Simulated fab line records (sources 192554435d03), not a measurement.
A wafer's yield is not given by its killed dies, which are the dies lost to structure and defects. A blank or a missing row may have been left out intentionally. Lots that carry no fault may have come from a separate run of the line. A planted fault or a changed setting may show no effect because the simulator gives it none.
What tool caused it? | flow n5Finfet | Sampling: 9 lots, 26 wafers, 5 of 1938 route steps

## WHAT THE GAUGES READ, wafer by wafer
N5_BEOL_M4_RC_MEAS_101. Usual: DIBL_N 36.0 mV/V, standard deviation 2.2; DIBL_P 36.2 mV/V, standard deviation 2.4; IOFF_N 0.16 nA/um, standard deviation 0.035; IOFF_P 0.21 nA/um, standard deviation 0.037; ION_N 672 uA/um, standard deviation 13; ION_P 461 uA/um, standard deviation 7; SS_N 71.4 mV/dec, standard deviation 0.69; SS_P 73.2 mV/dec, standard deviation 0.75; VT_N 250 mV, standard deviation 3.4; VT_P -251 mV, standard deviation 3.
lot  | measured     | on        | DIBL_N (mV/V)  | DIBL_P (mV/V)  | IOFF_N (nA/um) | IOFF_P (nA/um) | ION_N (uA/um) | ION_P (uA/um) | SS_N (mV/dec)  | SS_P (mV/dec)  | VT_N (mV)   | VT_P (mV)      | flag
L684 | day 9 13:01  | prober-01 | 33.9 35.4 35.7 | 34.2 35.7 36.5 | 0.12 0.16 0.17 | 0.17 0.19 0.21 | 659 677 694   | 451 457 467   | 71.3 71.1 70.8 | 73.7 73.4 73.6 | 252 250 246 | -257 -253 -252 | 
L686 | day 9 10:32  | prober-01 | 38.5 39.2      | 37.1 37.9      | 0.18 0.21      | 0.22 0.24      | 671 679       | 458 458       | 72.7 71.8      | 73.8 73.9      | 247 248     | -250 -246      | 
L687 | day 9 15:58  | prober-01 | 37.4 36.3 33.0 | 36.8 36.0 32.4 | 0.14 0.13 0.09 | 0.21 0.20 0.15 | 676 670 649   | 465 468 456   | 71.4 71.3 70.2 | 73.0 72.5 72.0 | 254 252 257 | -247 -250 -251 | 
L688 | day 10 16:19 | prober-02 | 34.8 34.9 33.5 | 35.5 35.1 34.3 | 0.14 0.14 0.12 | 0.20 0.20 0.18 | 672 666 661   | 463 462 457   | 70.9 70.7 70.3 | 73.6 72.9 72.7 | 252 251 254 | -252 -248 -251 | 
L692 | day 11 00:42 | prober-01 | 38.1 38.7 37.8 | 37.4 40.3 39.1 | 0.20 0.22 0.19 | 0.21 0.26 0.23 | 667 690 677   | 455 466 459   | 72.1 71.9 71.7 | 73.1 74.4 73.5 | 250 244 248 | -252 -246 -252 | 
L697 | day 12 06:52 | prober-01 | 37.0 35.4 37.6 | 37.3 34.3 37.9 | 0.17 0.15 0.19 | 0.23 0.19 0.25 | 671 675 684   | 464 463 467   | 72.0 71.1 72.0 | 73.7 72.8 73.7 | 249 248 248 | -248 -253 -249 | 
L703 | day 14 10:02 | prober-02 | 35.0 33.6 33.6 | 35.2 33.7 34.3 | 0.14 0.11 0.12 | 0.18 0.16 0.16 | 658 645 649   | 455 447 451   | 70.9 70.1 70.0 | 72.9 71.8 71.6 | 252 254 255 | -250 -254 -253 | 
L705 | day 14 21:56 | prober-02 | 36.0 39.7 38.7 | 34.2 38.0 37.5 | 0.14 0.20 0.18 | 0.21 0.28 0.26 | 677 687 677   | 467 476 471   | 71.6 71.6 71.9 | 73.0 73.2 73.5 | 251 247 247 | -244 -243 -245 | 
L706 | day 15 02:20 | prober-02 | 37.0 37.4 35.2 | 38.6 39.4 37.4 | 0.19 0.20 0.17 | 0.23 0.23 0.21 | 689 696 681   | 460 470 468   | 71.7 72.3 71.6 | 74.1 73.4 73.8 | 247 247 250 | -250 -251 -251 | 

## WHAT TOOL EACH LOT RAN ON (gives the tool, then ch and the chambers of the sampled wafers, and finally the start)
lot  | N5_PMOS_HMC_CHANNEL_EPI_HM_OPEN_15 | N5_PMOS_HMC_CHANNEL_EPI_CMP_21 | N5_FIN_SAQP_DENSIFY_62         | N5_FIN_SAQP_PECVD_47
L684 | rieDiel-05 ch 1,3, day 1 17:19     | cmp-02 ch 1,2, day 1 19:12     | rtpAnneal-01 ch 0, day 1 20:18 | pecvd-03 ch 0,1,2, day 1 20:38
L686 | rieDiel-01 ch 2,3, day 2 05:49     | cmp-03 ch 2,3, day 2 08:11     | rtpAnneal-01 ch 0, day 2 09:55 | pecvd-03 ch 1,2, day 2 10:13
L687 | rieDiel-05 ch 0,2,3, day 2 11:31   | cmp-03 ch 0,1,3, day 2 13:48   | rtpAnneal-01 ch 0, day 2 15:14 | pecvd-03 ch 0,1, day 2 15:34
L688 | rieDiel-02 ch 0,2,3, day 2 19:23   | cmp-04 ch 0,3, day 2 21:41     | rtpAnneal-01 ch 0, day 2 22:58 | pecvd-02 ch 0,1, day 2 23:19
L692 | rieDiel-01 ch 0,1,2, day 3 16:55   | cmp-03 ch 0,2,3, day 3 19:16   | rtpAnneal-01 ch 0, day 3 20:26 | pecvd-02 ch 0,1, day 3 20:47
L697 | rieDiel-01 ch 2,3, day 4 23:46     | cmp-04 ch 0,3, day 5 01:41     | rtpAnneal-01 ch 0, day 5 04:20 | pecvd-02 ch 1,2, day 5 04:40
L703 | rieDiel-02 ch 0,1,2, day 6 12:05   | cmp-02 ch 0,1,3, day 6 14:22   | rtpAnneal-01 ch 0, day 6 15:35 | pecvd-04 ch 0,1, day 6 15:56
L705 | rieDiel-02 ch 0,2,3, day 6 23:54   | cmp-02 ch 1,2,3, day 7 02:11   | rtpAnneal-01 ch 0, day 7 03:19 | pecvd-04 ch 0,1, day 7 03:38
L706 | rieDiel-05 ch 0,2,3, day 7 05:10   | cmp-02 ch 0,2,3, day 7 07:05   | rtpAnneal-02 ch 0, day 7 08:26 | pecvd-04 ch 0,1, day 7 08:44
- N5_PMOS_HMC_CHANNEL_EPI_HM_OPEN_15: chemistry CHF3/O2, target SiO2, target depth 40.6 nm, time 20.3 s.
- N5_PMOS_HMC_CHANNEL_EPI_CMP_21: polishes SiGe30, target thk 54 nm.
- N5_FIN_SAQP_DENSIFY_62: time 60 s.
- N5_FIN_SAQP_PECVD_47: deposits a-Si from SiH4/He, target thk 45 nm, time 36.3 s.

## AS READ BY THE TOOLS THEMSELVES (means over the sampled wafers that have a number; for cases with no such wafer, the mark the record gives instead)
N5_PMOS_HMC_CHANNEL_EPI_HM_OPEN_15. Usual: drypumpMotorCurrentA 5.9 A, standard deviation 0.34; oes_ar_750_au 0.77 a.u., standard deviation 0.091; oesProductAu 0.77 a.u., standard deviation 0.095; rfVppV 525 V, standard deviation 11; showerheadPlenumPTorr 2.43 Torr, standard deviation 0.084; throttleValvePct 19.00 %, standard deviation 0.18.
lot  | tool       | drypumpMotorCurrentA (A) | oes_ar_750_au (a.u.) | oesProductAu (a.u.) | rfVppV (V) | showerheadPlenumPTorr (Torr) | throttleValvePct (%) | flag
L684 | rieDiel-05 | 5.9                      | 0.78                 | 0.78                | 539        | 2.44                         | 18.91                | 
L686 | rieDiel-01 | 5.8                      | 0.82                 | 0.84                | 526        | 2.38                         | 18.96                | 
L687 | rieDiel-05 | 5.6                      | 0.74                 | 0.74                | 529        | 2.44                         | 18.95                | 
L688 | rieDiel-02 | 5.9                      | 0.72                 | 0.72                | 520        | 2.39                         | 19.01                | 
L692 | rieDiel-01 | 6.0                      | 0.78                 | 0.78                | 521        | 2.41                         | 19.15                | 
L697 | rieDiel-01 | 5.8                      | 0.83                 | 0.83                | 527        | 2.40                         | 18.98                | 
L703 | rieDiel-02 | 5.8                      | 0.70                 | 0.71                | 529        | 2.45                         | 19.01                | 
L705 | rieDiel-02 | 6.0                      | 0.79                 | 0.80                | 523        | 2.47                         | 18.90                | 
L706 | rieDiel-05 | 5.6                      | 0.72                 | 0.71                | 528        | 2.43                         | 19.00                | 

N5_PMOS_HMC_CHANNEL_EPI_CMP_21. Usual: edgeZonePressureFrac 1.000, standard deviation 0.0051; motorCurrentA 11.6 A, standard deviation 1; slurryFlowMlMin 150.0, standard deviation 0.44.
lot  | tool   | edgeZonePressureFrac | motorCurrentA (A) | slurryFlowMlMin | flag
L684 | cmp-02 | 1.004                | 11.4              | 150.3           | 
L686 | cmp-03 | 1.005                | 10.8              | 150.4           | 
L687 | cmp-03 | 0.994                | 11.4              | 150.4           | 
L688 | cmp-04 | 0.999                | 13.2              | 150.1           | 
L692 | cmp-03 | 1.004                | 11.1              | 149.7           | 
L697 | cmp-04 | 1.003                | 12.1              | 150.4           | 
L703 | cmp-02 | 1.000                | 11.5              | 150.1           | 
L705 | cmp-02 | 1.004                | 11.5              | 150.3           | 
L706 | cmp-02 | 1.004                | 10.7              | 150.0           | 

N5_FIN_SAQP_DENSIFY_62. Usual: lampPowerPct 9.85 %, standard deviation 0.054; lamp_zone_5_pct 9.845 %, standard deviation 0.011; wafer_temp_C_max 703.2, standard deviation 0.57.
lot  | tool         | lampPowerPct (%) | lamp_zone_5_pct (%) | wafer_temp_C_max | flag
L684 | rtpAnneal-01 | 9.82             | 9.853               | 703.3            | 
L686 | rtpAnneal-01 | 9.85             | 9.845               | 703.0            | 
L687 | rtpAnneal-01 | 9.86             | 9.843               | 703.1            | 
L688 | rtpAnneal-01 | 9.86             | 9.845               | 703.3            | 
L692 | rtpAnneal-01 | 9.80             | 9.848               | 703.5            | 
L697 | rtpAnneal-01 | 9.86             | 9.840               | 703.4            | 
L703 | rtpAnneal-01 | 9.91             | 9.838               | 703.4            | 
L705 | rtpAnneal-01 | 9.90             | 9.842               | 703.3            | 
L706 | rtpAnneal-02 | 9.90             | 9.843               | 703.2            | 

N5_FIN_SAQP_PECVD_47. Usual: heaterPowerW 929 W, standard deviation 120; runLengthS 72.6 s, standard deviation 0.48; showerheadPlenumPTorr 5.67 Torr, standard deviation 0.069; throttleValvePct 18.6 %, standard deviation 1.9.
lot  | tool     | heaterPowerW (W) | runLengthS (s) | showerheadPlenumPTorr (Torr) | throttleValvePct (%) | flag
L684 | pecvd-03 | 928              | 72.6           | 5.71                         | 19.2                 | 
L686 | pecvd-03 | 1006             | 72.5           | 5.77                         | 17.8                 | 
L687 | pecvd-03 | 873              | 73.0           | 5.68                         | 21.0                 | 
L688 | pecvd-02 | 850              | 72.4           | 5.65                         | 17.8                 | 
L692 | pecvd-02 | 840              | 72.5           | 5.65                         | 18.0                 | 
L697 | pecvd-02 | 1063             | 74.4           | 5.64                         | 19.3                 | OFF
L703 | pecvd-04 | 796              | 72.9           | 5.62                         | 18.6                 | 
L705 | pecvd-04 | 797              | 72.8           | 5.65                         | 17.7                 | 
L706 | pecvd-04 | 829              | 72.9           | 5.62                         | 18.7                 | 

## THE ANSWER, worked out from the rows above alone
Rule: lot off if the mean of its wafers having a number is beyond 3 standard deviations from the usual mean. A lot without any number at a reading at which 4 lots or more have one is off too. Any other lot the step has rows for is counted as sound. After the gauges, taken in route order, come the tools' own readings; for these a lot's mean is taken, as printed above. The first step at which some lot is off is used, and at that step the reading that is off furthest; a lot without a number counts as furthest.
Off at N5_FIN_SAQP_PECVD_47 (runLengthS): L697.
If a tool, at that step or one of the process steps before it, ran each lot that is off and ran no sound lot following the first of them, it fits. Can't be told from this: 3 tools fit, rieDiel-01 at N5_PMOS_HMC_CHANNEL_EPI_HM_OPEN_15, cmp-04 at N5_PMOS_HMC_CHANNEL_EPI_CMP_21, pecvd-02 at N5_FIN_SAQP_PECVD_47.

## WHAT THE SIMULATOR HAD PUT IN
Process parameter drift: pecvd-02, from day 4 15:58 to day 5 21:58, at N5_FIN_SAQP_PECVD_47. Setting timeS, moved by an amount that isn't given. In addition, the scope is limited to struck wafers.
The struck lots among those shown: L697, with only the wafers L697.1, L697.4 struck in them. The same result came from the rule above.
